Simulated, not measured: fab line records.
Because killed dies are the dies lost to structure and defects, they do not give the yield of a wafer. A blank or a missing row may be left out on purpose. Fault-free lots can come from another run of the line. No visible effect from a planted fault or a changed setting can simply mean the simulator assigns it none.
The same fault as seen by 3 desks + flow n5Finfet + each desk has only its own numbers; what lay behind them comes last

DESK OF THE TOOL OWNER: rieDiel-01
The tool's own readings at N5_GATE_CUT_ETCH_58 (etches SiNx in CH3F/O2, target depth 17 nm, time 128.6 s): means of the sampled wafers that have a number, for each lot that ran on this tool. If a lot's mean is further than 4 standard deviations from the usual mean, the lot is out of limits and carries the mark OUT (the distance appears in the brackets).
Columns: A = drypumpMotorCurrentA at N5_GATE_CUT_ETCH_58, usual 5.5 A; B = oesProductAu at N5_GATE_CUT_ETCH_58, usual 0.78 a.u.; C = rfVppV at N5_GATE_CUT_ETCH_58, usual 99.1 V; D = showerheadPlenumPTorr at N5_GATE_CUT_ETCH_58, usual 2.01 Torr; E = throttleValvePct at N5_GATE_CUT_ETCH_58, usual 16.28 %
| lot  | first seen here | A   | B    | C    | D    | E     |
|------|-----------------|-----|------|------|------|-------|
| L619 | day 6 23:19     | 5.4 | 0.69 | 97.6 | 1.98 | 16.51 |
| L622 | day 7 16:52     | 5.5 | 0.76 | 98.9 | 1.97 | 16.34 |
| L624 | day 8 06:07     | 5.6 | 0.74 | 98.8 | 2.00 | 16.36 |
This desk found nothing out of limits on any of the 3 lots.

THE METROLOGY DESK
What the gauges read, lot by lot, whatever tool the lot ran on: means of the sampled wafers that have a number. If a lot's mean is further than 4 standard deviations from the usual mean, the lot is out of limits and carries the mark OUT (the distance appears in the brackets). Of its 10 readings 7 are shown: those that lie furthest out on some lot.
Columns: A = IOFF_P at N5_BEOL_M4_RC_MEAS_101, usual 0.208 nA/um; B = ION_N at N5_BEOL_M4_RC_MEAS_101, usual 672 uA/um; C = ION_P at N5_BEOL_M4_RC_MEAS_101, usual 462 uA/um; D = SS_N at N5_BEOL_M4_RC_MEAS_101, usual 71.5 mV/dec; E = SS_P at N5_BEOL_M4_RC_MEAS_101, usual 73.3 mV/dec; F = VT_N at N5_BEOL_M4_RC_MEAS_101, usual 250.4 mV; G = VT_P at N5_BEOL_M4_RC_MEAS_101, usual -250.5 mV
| lot  | first seen here | A     | B   | C   | D    | E    | F     | G      |
|------|-----------------|-------|-----|-----|------|------|-------|--------|
| L617 | day 10 15:41    | 0.196 | 666 | 457 | 71.4 | 73.3 | 252.0 | -252.4 |
| L619 | day 10 20:47    | 0.216 | 666 | 466 | 71.1 | 73.0 | 251.6 | -248.5 |
| L622 | day 12 11:06    | 0.202 | 667 | 459 | 71.9 | 73.2 | 251.5 | -251.3 |
| L624 | day 12 12:16    | 0.235 | 671 | 471 | 71.5 | 73.3 | 250.2 | -247.9 |
| L630 | day 14 01:10    | 0.207 | 676 | 461 | 71.7 | 73.8 | 248.8 | -250.3 |
| L632 | day 15 00:34    | 0.217 | 684 | 468 | 71.3 | 72.9 | 247.3 | -248.6 |
This desk found nothing out of limits on any of the 6 lots.

THE DEFECT DESK
For each lot, the counts of the inspections along the route, averaged over the sampled wafers that have a number. If a lot's mean is further than 4 standard deviations from the usual mean, the lot is out of limits and carries the mark OUT (the distance appears in the brackets).
Columns: A = rawDefectCount at N5_HKMG_FIN_INSPECT_28, usual 43
| lot  | first seen here | A  |
|------|-----------------|----|
| L617 | day 6 15:32     | 64 |
| L619 | day 6 22:47     | 34 |
| L622 | day 7 16:32     | 43 |
| L624 | day 8 05:48     | 30 |
| L630 | day 9 18:19     | 24 |
| L632 | day 10 04:18    | 20 |
This desk found nothing out of limits on any of the 6 lots.

ALL TOGETHER
Nothing out of limits was seen by the tool owner's desk.
Nothing out of limits was seen by the metrology desk.
The defect desk saw nothing out of limits.

WHAT HAD BEEN PUT IN BY THE SIMULATOR
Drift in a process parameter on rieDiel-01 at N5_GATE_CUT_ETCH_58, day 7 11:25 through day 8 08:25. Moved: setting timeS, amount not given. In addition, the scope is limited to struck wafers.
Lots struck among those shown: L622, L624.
